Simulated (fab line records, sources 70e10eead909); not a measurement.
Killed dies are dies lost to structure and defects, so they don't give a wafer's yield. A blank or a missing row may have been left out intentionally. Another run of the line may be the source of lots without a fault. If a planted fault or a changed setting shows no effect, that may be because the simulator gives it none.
Matching of chambers | flow nandHarc | NHARC_A_CHANNEL_HOLE_D2_ETCH_44 on rieDiel-05 has 4 sister chambers
The step etches the open film in CF4/O2, target depth 140 nm, overetch 14 nm, time 77 s. 22 wafers are shown with their chamber, then 11 later ones without.

WAFERS, EACH WITH ITS CHAMBER
wafer  | chamber | showerheadPlenumPTorr (Torr) | drypumpMotorCurrentA (A) | rfVppV (V)
L074.1 | 2       | 1.36                         | 6.2                      | 196.7
L074.2 | 3       | 1.28                         | 5.9                      | 197.0
L074.6 | 0       | 1.25                         | 5.3                      | 195.6
L076.1 | 0       | 1.25                         | 5.3                      | 196.9
L076.2 | 1       | 1.33                         | 5.6                      | 197.0
L076.5 | 3       | 1.27                         | 6.0                      | 196.2
L077.2 | 2       | 1.36                         | 6.2                      | 197.5
L077.4 | 0       | 1.25                         | 5.4                      | 195.8
L077.6 | 2       | 1.36                         | 6.2                      | 198.3
L078.2 | 0       | 1.25                         | 5.4                      | 195.2
L078.3 | 1       | 1.33                         | 5.6                      | 198.0
L078.6 | 1       | 1.33                         | 5.6                      | 198.3
L083.1 | 0       | 1.25                         | 5.3                      | 197.0
L083.2 | 3       | 1.27                         | 6.0                      | 197.0
L083.5 | 2       | 1.36                         | 6.2                      | 198.9
L089.1 | 1       | 1.33                         | 5.6                      | 198.3
L089.3 | 0       | 1.25                         | 5.3                      | 196.8
L089.4 | 2       | 1.35                         | 6.2                      | 198.1
L091.2 | 3       | 1.27                         | 6.0                      | 195.7
L091.3 | 0       | 1.25                         | 5.3                      | 195.3
L091.6 | 0       | 1.25                         | 5.4                      | 196.2
L093.2 | 0       | 1.25                         | 5.4                      | 196.1

SIGNATURES (means of the wafers above)
reading               | chamber 0 | chamber 1 | chamber 2 | chamber 3 | scatter within a chamber
showerheadPlenumPTorr | 1.2500    | 1.3300    | 1.3580    | 1.2725    | 0.00293
drypumpMotorCurrentA  | 5.344     | 5.600     | 6.200     | 5.975     | 0.0406
rfVppV                | 196.100   | 197.900   | 197.900   | 196.475   | 0.703
Rule: a wafer lies at a distance from a chamber equal to the root of the sum of squares, over the readings, of (its reading less the chamber's mean, divided by the reading's scatter). The wafer belongs to the nearest chamber; if the next one is less than 2 further off, it can't be placed. The scatter is the square root of a quotient: the sum, over the shown wafers, of each reading's squared deviation from its chamber's mean, divided by wafers minus chambers.

WAFERS WITH NO CHAMBER GIVEN
wafer  | showerheadPlenumPTorr (Torr) | drypumpMotorCurrentA (A) | rfVppV (V)
L093.3 | 1.35                         | 6.2                      | 198.3
L093.5 | 1.33                         | 5.6                      | 199.1
L094.1 | 1.27                         | 6.0                      | 195.7
L094.3 | 1.35                         | 6.2                      | 197.0
L094.6 | 1.25                         | 5.3                      | 197.0
L095.1 | 1.35                         | 6.2                      | 197.9
L095.4 | 1.25                         | 5.3                      | 196.2
L095.5 | 1.33                         | 5.6                      | 196.9
L097.2 | 1.35                         | 6.2                      | 198.9
L097.4 | 1.25                         | 5.3                      | 196.0
L097.5 | 1.25                         | 5.3                      | 195.5

THE CHAMBER EACH PASSED THROUGH
wafer  | from the rows above | in truth
L093.3 | 2                   | 2
L093.5 | 1                   | 1
L094.1 | 3                   | 3
L094.3 | 2                   | 2
L094.6 | 0                   | 0
L095.1 | 2                   | 2
L095.4 | 0                   | 0
L095.5 | 1                   | 1
L097.2 | 2                   | 2
L097.4 | 0                   | 0
L097.5 | 0                   | 0
Correctly placed: 11 of 11. Number that these rows cannot place: 0. Wrongly placed: 0.
